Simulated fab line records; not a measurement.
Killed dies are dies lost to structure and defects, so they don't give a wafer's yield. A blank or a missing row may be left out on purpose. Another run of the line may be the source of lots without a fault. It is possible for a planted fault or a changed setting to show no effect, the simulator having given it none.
Chamber matching -- flow n5Finfet -- N5_BEOL_M0_STRIP_142 on rieDiel-05 has 4 sister chambers
The step strips in N2/H2, time 10 s. 18 wafers are shown with their chamber, then 9 later ones without.

== WAFERS, EACH WITH ITS CHAMBER ==
wafer,chamber,throttleValvePct (%),drypumpMotorCurrentA (A),showerheadPlenumPTorr (Torr)
L075.1,1,23.49,5.6,2.48
L075.2,2,24.32,5.7,2.36
L075.3,3,23.23,5.0,2.61
L075.4,0,23.81,4.9,2.44
L075.5,3,23.23,5.0,2.61
L075.6,0,23.83,4.9,2.44
L080.1,1,23.49,5.5,2.47
L080.2,2,24.32,5.7,2.35
L080.3,3,23.26,5.0,2.61
L080.4,1,23.50,5.6,2.47
L080.5,2,24.32,5.7,2.35
L080.6,3,23.26,5.0,2.61
L087.1,0,23.85,4.9,2.43
L087.2,1,23.51,5.6,2.46
L087.4,3,23.25,5.0,2.60
L090.1,0,23.85,4.9,2.43
L090.3,3,23.28,5.0,2.60
L090.5,1,23.50,5.6,2.46

SIGNATURES, as means of the wafers listed above
reading,chamber 0,chamber 1,chamber 2,chamber 3,scatter within a chamber
throttleValvePct,23.8350,23.4980,24.3200,23.2517,0.0153
drypumpMotorCurrentA,4.900,5.580,5.700,5.000,0.0239
showerheadPlenumPTorr,2.4350,2.4680,2.3533,2.6067,0.00644
Rule: a wafer lies at a distance from a chamber equal to the root of the sum of squares, over the readings, of (its reading less the chamber's mean, divided by the reading's scatter). The wafer belongs to the nearest chamber; if the next one is less than 2 further off, it can't be placed. The scatter: take each reading less its chamber's mean, square it, sum over the shown wafers, divide by the number of wafers less the number of chambers, and take the root.

== WAFERS WITH NO CHAMBER GIVEN ==
wafer,throttleValvePct (%),drypumpMotorCurrentA (A),showerheadPlenumPTorr (Torr)
L091.1,23.28,5.0,2.60
L091.2,23.88,4.9,2.43
L091.3,23.54,5.6,2.46
L091.4,24.35,5.7,2.35
L091.5,23.29,5.0,2.60
L091.6,24.35,5.7,2.35
L097.3,24.37,5.7,2.34
L097.5,23.54,5.5,2.46
L097.6,23.31,5.0,2.59

== THE CHAMBER EACH PASSED THROUGH ==
wafer,from the rows above,in truth
L091.1,3,3
L091.2,0,0
L091.3,1,1
L091.4,2,2
L091.5,3,3
L091.6,2,2
L097.3,2,2
L097.5,1,1
L097.6,3,3
Correctly placed: 9 of 9. From these rows, 0 cannot be placed. Number placed wrongly: 0.
